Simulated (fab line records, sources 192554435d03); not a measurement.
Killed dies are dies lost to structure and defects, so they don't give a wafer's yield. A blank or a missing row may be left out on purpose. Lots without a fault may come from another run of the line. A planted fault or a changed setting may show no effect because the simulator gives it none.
fab line records | flow n5_finfet
record lots=4 wafers=12 last_day=15
route steps=1938 shown BEOL_M8@1395 BEOL_M9@1401 PASSIVATION@1936
lots that met no fault: from a run of the same line without faults
start_h: hours from the record's first day to the start of the lot's first wafer shown | wait_h: hours since the lot's step before | " the same as in the row above | L1.1+2: a row that stands for several wafers | - no value, or no start given | * or withheld: withheld | < > ~ a bound
route shown NAME@n: a module of which the file shows steps, and the number in the route of the first | usual: mean/standard deviation of fault-free wafers | same: alike in all rows | chamber/n: place in a boat | sites: the reading at each site | _std_site: their standard deviation | _edge_site: outer sites' mean less inner sites' | radius_mm: how far each site lies from the wafer's centre | mask NAME#n: copy n | behind: the tool/chamber that last shaped the wafer | hold: why the lot was held/for how many hours/how that ended | device: the transistor (n, p or np) that didn't switch | end of line: the same wafers' tests at the end of the route | a step without rows: its recipe alone | killed: dies lost to structure and defects at the first sort, not the wafer's yield | map: a wafer's dies, x killed, . not, _ none there
set.NAME: the setting as run; set.NAME@STEP: as run at that earlier step | model.NAME: the simulator's own value behind a step, which no gauge read
lots at some steps of the route; a table a step, a row a wafer
services: from which hour (start_h, from the record's first day; less than 0 if before it) a tool's chamber was out of use, for how many hours, and why
## steps
# step N5_BEOL_M8_CMP_52
# recipe stop_on=SiCOH_lowk t_overpolish_s=6.9 down_force_psi=1 platen_rpm=50 clearing_platen_down_force_psi=1.5 clearing_platen_rpm=50 post_cmp_clean=cu_alkaline target_thk_nm=80 clearing_platen_pad_velocity_m_s=0.99484 pad_velocity_m_s=0.99484
# step N5_BEOL_M8_PRE_CLEAN_55
# recipe gas=NH3 time_s=15 temp_c=withheld rf_power_w=300
# step N5_BEOL_M8_DEP_56
# recipe material=SiCN target_thk_a=100 temp_c=withheld precursor=3MS/NH3 pressure_torr=3 rf_w=202 time_s=17.5
# step N5_BEOL_M9_ILD_DEP_00
# recipe material=SiCOH_lowk target_thk_a=3085.1 temp_c=300 precursor=DEMS/porogen pressure_torr=5 rf_w=500 time_s=58
# step N5_BEOL_M9_CURE_71
# recipe temp_c=385 time_s=240 ambient=He/Ar material=SiCOH_lowk
# step N5_BEOL_M9_PECVD_70
# recipe material=SiO2 target_thk_a=200 temp_c=400 precursor=TEOS/O2 pressure_torr=5.5 rf_w=450 teos_flow_sccm=53.8 gas=O2 flow_sccm=3000 time_s=22.7
# step N5_BEOL_M9_HM_DEP_02
# recipe material=TiN target_thk_a=200 temp_c=25 chamber_pressure_pa=0.49996
# step N5_BEOL_M9_COAT_59
# recipe resist=SOC temp_c=250 time_s=60 spin_rpm=1500 resist_thk_nm=100
# step N5_BEOL_M9_COAT_60
# recipe resist=SiARC temp_c=220 time_s=60 spin_rpm=1500 resist_thk_nm=30
# usual plate_temp_C=220.01/0.17 spin_speed_rpm=1500.0/1.1
# columns lot.wafer tool chamber start_h wait_h plate_temp_C spin_speed_rpm model.SiARC_of_BEOL_M9_COAT_60.thk_nm
L703.1 litho_track-05 0 265.60 - 220.03 1500.3 30
L703.2 " 0 " " 220.25 1499.5 30
L703.6 " 0 " " 219.89 1499.0 30
L708.2 litho_track-05 0 295.08 - 220.06 1691.8 28.2
L708.3 " 0 " " 219.93 1693.2 28.2
L708.6 " 0 " " 220.10 1691.9 28.2
L709.2 litho_track-05 0 298.32 - 219.66 1693.6 28.2
L709.4 " 0 " " 219.84 1693.6 28.2
L709.5 " 0 " " 220.00 1694.0 28.2
L710.1 litho_track-03 0 302.16 - 220.14 1499.9 30
L710.2 " 0 " " 219.97 1500.4 30
L710.5 " 0 " " 220.07 1501.7 30.2
# step N5_BEOL_M9_COAT_05
# recipe resist=CAR-ArF spin_rpm=1500 resist_thk_nm=90
# step N5_BEOL_M9_EBR_07
# recipe solvent=PGMEA ebr_width_mm=1.5
# step N5_BEOL_M9_SOFTBAKE_06
# recipe temp_c=110 time_s=60 resist=CAR-ArF
# step N5_BEOL_M9_EXPOSE_08
# recipe mask_id=M9 na=1.35 source_shape=dipole sigma_inner=0.411 sigma_outer=0.611 polarization=te dose_mj=53.75
# step N5_BEOL_M9_PEB_09
# recipe peb_temp_c=withheld peb_time_s=60 resist=CAR-ArF
# step N5_BEOL_M9_DEVELOP_10
# recipe develop_time_s=30 developer=TMAH resist=CAR-ArF rinse_liquid=diw dry=air_spin dev_temp_c=23
# step N5_BEOL_M9_DESCUM_16
# recipe chemistry=O2 time_s=7.9 source_power_w=50 bias_power_w=20 pressure_mtorr=20 rf_frequency_hz=2.712e+07 temp_c=40 resist=CAR-ArF o2_flow_sccm=225
# step N5_BEOL_M9_ETCH_61
# recipe chemistry=CF4 target=SiARC target_depth_a=390 mask_material=CAR-ArF time_s=65 ion_energy_ev=80 pressure_mtorr=40 source_w=545 bias_w=36 Ar_flow_sccm=100 cf4_flow_sccm=100 ends=cleared
# usual drypump_motor_current_A=5.7/0.48 etch_rf_on_time_s=64.9/0.95 mfc_ar_sccm=100.0/0.3 oes_product_au=0.68/0.076 rf_vpp_V=183.7/1.2 showerhead_plenum_p_Torr=2.11/0.061 throttle_valve_pct=15.50/0.17
# columns lot.wafer tool chamber start_h wait_h drypump_motor_current_A etch_rf_on_time_s mfc_ar_sccm oes_product_au rf_hours_counter_h rf_vpp_V showerhead_plenum_p_Torr throttle_valve_pct model.etch.depth_nm model.CAR-ArF_of_BEOL_M9_COAT_05.thk_nm
L703.1 rie_diel-01 3 266.45 0.0 4.7 65.2 99.9 0.67 118 184.0 2.06 15.42 29.95 55.8
L703.2 " 0 " " 5.8 66.5 100.0 0.61 176 185.8 2.22 15.82 29.93 56
L703.6 " 3 " " 4.7 66.1 100.1 0.67 - 185.0 2.06 15.43 30.02 55.8
L708.2 rie_diel-06 0 295.57 0.0 5.8 59.7 100.5 0.76 47 183.0 2.09 15.33 28.18 57.6
L708.3 " 2 " " 5.7 62.2 99.8 0.57 250 183.5 2.10 15.50 28.15 57.6
L708.6 " 3 " " 5.9 59.6 100.1 0.70 - 183.1 2.08 15.38 28.2 57.6
L709.2 rie_diel-01 0 299.04 0.0 5.7 62.2 100.5 0.61 189 184.3 2.22 15.85 28.25 57.4
L709.4 " 3 " " 4.6 61.0 99.5 0.67 - 183.9 2.06 15.44 28.28 57.4
L709.5 " 0 " " 5.8 62.1 100.3 0.61 - 185.8 2.22 15.85 28.27 57.4
L710.1 rie_diel-02 3 302.65 0.0 5.6 65.7 99.5 0.57 243 182.4 2.19 15.73 29.98 55.6
L710.2 " 2 " " 6.0 63.7 99.5 0.75 52 183.5 2.09 15.55 29.99 55.4
L710.5 " 3 " " 5.6 66.0 99.7 0.57 - 183.7 2.19 15.73 30.12 55.6
# step N5_BEOL_M9_ETCH_62
# recipe chemistry=N2/H2 target=SOC target_depth_a=1100 overetch_a=220 mask_material=SiARC temp_c=40 time_s=165 ion_energy_ev=200 pressure_mtorr=30 source_w=840 bias_w=150 n2_flow_sccm=200 h2_flow_sccm=200
# usual drypump_motor_current_A=5.7/0.48 oes_product_au=0.68/0.071 rf_vpp_V=523.0/2.2 showerhead_plenum_p_Torr=2.51/0.076 throttle_valve_pct=17.72/0.19
# columns lot.wafer tool chamber start_h wait_h drypump_motor_current_A oes_product_au rf_hours_counter_h rf_vpp_V showerhead_plenum_p_Torr throttle_valve_pct model.SiARC_of_BEOL_M9_COAT_60.thk_nm
L703.1 rie_diel-01 3 266.50 0.0 4.7 0.67 118 520.6 2.46 17.67 23.4
L703.2 " 0 " " 5.7 0.62 176 526.7 2.64 18.13 23.6
L703.6 " 3 " " 4.7 0.67 - 519.8 2.46 17.68 23.6
L708.2 rie_diel-06 0 295.62 0.0 5.8 0.74 47 523.2 2.48 17.47 21.6
L708.3 " 2 " " 5.7 0.58 250 524.4 2.51 17.74 21.8
L708.6 " 3 " " 5.9 0.68 - 522.5 2.46 17.59 21.6
L709.2 rie_diel-01 0 299.09 0.0 5.7 0.61 189 527.8 2.63 18.15 21.8
L709.4 " 3 " " 4.7 0.67 - 520.1 2.45 17.68 21.8
L709.5 " 0 " " 5.7 0.61 - 526.9 2.63 18.14 21.8
L710.1 rie_diel-02 3 302.70 0.0 5.6 0.57 243 526.1 2.62 18.01 23.6
L710.2 " 2 " " 6.0 0.74 52 522.7 2.47 17.73 23.6
L710.5 " 3 " " 5.6 0.57 - 525.7 2.62 18.02 23.8
# step N5_BEOL_M9_STRIP_68
# recipe chemistry=N2/H2 temp_c=40 n2_flow_sccm=200 h2_flow_sccm=200 rf_frequency_hz=6e+07
# step N5_PASSIVATION_PROBE_49
# usual defect_limited_yield=91.3/1.4 killed_at_M0_to_M3=35/11 killed_at_M4_up=14/5.4 killed_at_contacts=12/6.2 killed_at_front_end=38/11 killed_at_other=4.1/2.8 killed_dies=103/17 killed_on_rim=13/4 killed_open=66/13 killed_short=34/8.2 sort_bin_5_function=5.1/0.89 sort_bin_6_memory=3.3/0.72 sort_bin_8_speed=0.00/0.0099 sort_n_pass=1077/17 sort_yield_pct=91.3/1.4
# same gross_dies=1180 killed_at_back_side=0 sort_bin_4_leakage[%]=0
# columns lot.wafer tool chamber start_h wait_h defect_limited_yield[%] killed_at_M0_to_M3 killed_at_M4_up killed_at_contacts killed_at_front_end killed_at_other killed_dies killed_on_rim killed_open killed_short sort_bin_5_function[%] sort_bin_6_memory[%] sort_bin_8_speed[%] sort_n_pass sort_yield_pct[%]
L703.1 prober-01 - 334.77 0.0 93.1 23 9 16 28 5 81 5 47 32 3.7 3.1 0 1099 93.1
L703.2 prober-01 - 334.82 0.1 90.7 37 7 13 49 4 110 16 71 38 5.7 3.3 0 1070 90.7
L703.6 prober-01 - 335.02 0.3 92.6 28 10 12 34 3 87 16 54 31 4.5 2.7 0 1093 92.6
L709.2 prober-02 - 358.07 0.1 93.6 26 8 8 33 1 76 8 49 26 4.2 2.0 0 1104 93.6
L709.4 prober-02 - 358.17 0.2 91.4 34 8 14 42 3 101 14 59 40 4.5 3.6 0 1079 91.4
L709.5 prober-02 - 358.22 0.2 92.8 33 8 6 36 2 85 11 59 26 4.2 3.0 0 1095 92.8
L710.1 prober-01 - 358.57 0.0 91.7 40 17 14 21 6 98 6 71 26 4.5 3.6 0 1082 91.7
L710.2 prober-01 - 358.62 0.1 93.0 41 11 8 19 4 83 11 57 25 4.2 2.6 0 1097 93.0
L710.5 prober-01 - 358.77 0.2 91.5 34 12 16 37 1 100 15 76 23 5.3 3.1 0.08 1080 91.5
L708.2 prober-02 - 363.01 0.1 91.1 34 10 12 43 6 105 10 72 32 4.8 3.6 0 1075 91.1
L708.3 prober-02 - 363.06 0.1 90.9 22 23 8 50 4 107 18 71 35 5.0 3.9 0 1073 90.9
L708.6 prober-02 - 363.21 0.3 90.3 38 10 14 46 6 114 22 72 42 5.8 3.6 0 1066 90.3
# killed by level:class
L703.1 MOL_CONTACT_COAG:geometric_particle:open=11 FIN_SAQP:geometric_particle:open=9 BEOL_M0_SAQP:geometric_particle:short=6 MOL_CONTACT_COAG:geometric_particle:short=5 BEOL_M3:geometric_particle:open=5 BEOL_M3:geometric_particle:short=4 BEOL_M4:geometric_particle:open=4 FIN_SAQP:geometric_particle:short=3
L703.2 STI_FIN_REVEAL:geometric_particle:open=15 MOL_CONTACT_COAG:geometric_particle:open=11 BEOL_M0_SAQP:geometric_particle:open=10 FIN_SAQP:geometric_particle:open=9 GATE_CUT:geometric_particle:short=6 BEOL_M0_SAQP:geometric_particle:short=6 BEOL_M3:geometric_particle:short=6 BEOL_M1:geometric_particle:open=5
L703.6 FIN_SAQP:geometric_particle:short=12 MOL_CONTACT_COAG:geometric_particle:open=8 BEOL_M0_SAQP:geometric_particle:open=7 BEOL_M3:geometric_particle:open=6 BEOL_M4:geometric_particle:open=6 BEOL_M1:geometric_particle:open=5 MOL_CONTACT_COAG:geometric_particle:short=4 FIN_SAQP:geometric_particle:open=3
L709.2 FIN_SAQP:geometric_particle:short=8 STI_FIN_REVEAL:geometric_particle:open=7 FIN_SAQP:geometric_particle:open=6 BEOL_M2:geometric_particle:open=6 BEOL_M3:geometric_particle:open=5 MOL_CONTACT_COAG:geometric_particle:open=4 MOL_CONTACT_COAG:geometric_particle:short=4 BEOL_M1:geometric_particle:short=4
L709.4 BEOL_M2:geometric_particle:open=13 FIN_SAQP:geometric_particle:short=11 MOL_CONTACT_COAG:geometric_particle:open=10 FIN_SAQP:geometric_particle:open=9 GATE_CUT:geometric_particle:short=8 STI_FIN_REVEAL:geometric_particle:open=6 BEOL_M0_SAQP:geometric_particle:short=6 BEOL_M3:geometric_particle:open=4
L709.5 BEOL_M2:geometric_particle:open=12 FIN_SAQP:geometric_particle:short=10 BEOL_M3:geometric_particle:open=8 MOL_CONTACT_COAG:geometric_particle:open=6 STI_FIN_REVEAL:geometric_particle:open=5 BEOL_M0:geometric_particle:open=5 STI_FIN_REVEAL:geometric_particle:short=4 BEOL_M0_SAQP:geometric_particle:open=4
L710.1 MOL_CONTACT_COAG:geometric_particle:open=11 BEOL_M0_SAQP:geometric_particle:open=9 BEOL_M2:geometric_particle:open=9 BEOL_M0_SAQP:geometric_particle:short=7 FIN_SAQP:geometric_particle:open=6 BEOL_M4:geometric_particle:open=6 BEOL_M1:geometric_particle:open=5 BEOL_M5:geometric_particle:open=5
L710.2 BEOL_M1:geometric_particle:open=9 BEOL_M3:geometric_particle:open=8 BEOL_M2:geometric_particle:open=7 MOL_CONTACT_COAG:geometric_particle:open=6 BEOL_M0_SAQP:geometric_particle:short=6 BEOL_M0_SAQP:geometric_particle:open=5 BEOL_M4:geometric_particle:open=4 FIN_SAQP:geometric_particle:short=3
L710.5 MOL_CONTACT_COAG:geometric_particle:open=14 BEOL_M2:geometric_particle:open=12 STI_FIN_REVEAL:geometric_particle:open=10 FIN_SAQP:geometric_particle:open=6 DUMMY_GATE:geometric_particle:open=5 BEOL_M0_SAQP:geometric_particle:short=5 BEOL_M1:geometric_particle:open=4 BEOL_M3:geometric_particle:open=4
L708.2 STI_FIN_REVEAL:geometric_particle:open=14 BEOL_M0_SAQP:geometric_particle:open=11 MOL_CONTACT_COAG:geometric_particle:open=10 BEOL_M0_SAQP:geometric_particle:short=9 STARTING-WAFER:geometric_particle:open=7 BEOL_M4:geometric_particle:open=6 FIN_SAQP:geometric_particle:open=4 STI_FIN_REVEAL:geometric_particle:short=4
L708.3 STI_FIN_REVEAL:geometric_particle:open=15 BEOL_M4:geometric_particle:open=14 FIN_SAQP:geometric_particle:open=7 FIN_SAQP:geometric_particle:short=6 MOL_CONTACT_COAG:geometric_particle:open=6 BEOL_M0_SAQP:geometric_particle:open=6 GATE_CUT:geometric_particle:short=5 DUMMY_GATE:geometric_particle:open=4
L708.6 MOL_CONTACT_COAG:geometric_particle:open=11 FIN_SAQP:geometric_particle:open=8 BEOL_M3:geometric_particle:open=8 FIN_SAQP:geometric_particle:short=6 STI_FIN_REVEAL:geometric_particle:open=6 BEOL_M0_SAQP:geometric_particle:open=6 BEOL_M1:geometric_particle:open=6 STI_FIN_REVEAL:geometric_particle:short=5
## services
# columns tool chamber start_h hours kind
rie_diel-06 - 276.05 14.6 pm
rie_diel-02 - 279.98 0.2 repair
rie_diel-02 0 283.46 - clean
rie_diel-02 0 283.46 - consumable_replace:focus_ring
rie_diel-02 0 283.46 27.3 scheduled_down
rie_diel-02 0 283.46 27.3 vent_cycle
## key
first_sign step=N5_BEOL_M9_COAT_60 reading=spin_speed_rpm direction=up sigmas=99+ usual=* struck=*
effect step=N5_BEOL_M9_ETCH_61 reading=etch_rf_on_time_s direction=down sigmas=4 usual=* struck=*
model_effect step=N5_BEOL_M9_COAT_60 value=SiARC_of_BEOL_M9_COAT_60.thk_nm without=30 struck=28.2
model_effect step=N5_BEOL_M9_ETCH_61 value=etch.depth_nm without=29.98 struck=28.22
model_effect step=N5_BEOL_M9_ETCH_62 value=SiARC_of_BEOL_M9_COAT_60.thk_nm without=23.53 struck=21.73
met_at N5_BEOL_M9_COAT_60
struck_wafers L708.2,L708.3,L708.6,L709.2,L709.4,L709.5
onset_between 265.60 295.08
fault kind=process_parameter_drift tool=litho_track-05 chamber=- onset_h=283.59 steps=N5_BEOL_M9_COAT_60 channel=spin_rpm offset=* shape=step end_h=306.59 acts_in=* stated=*
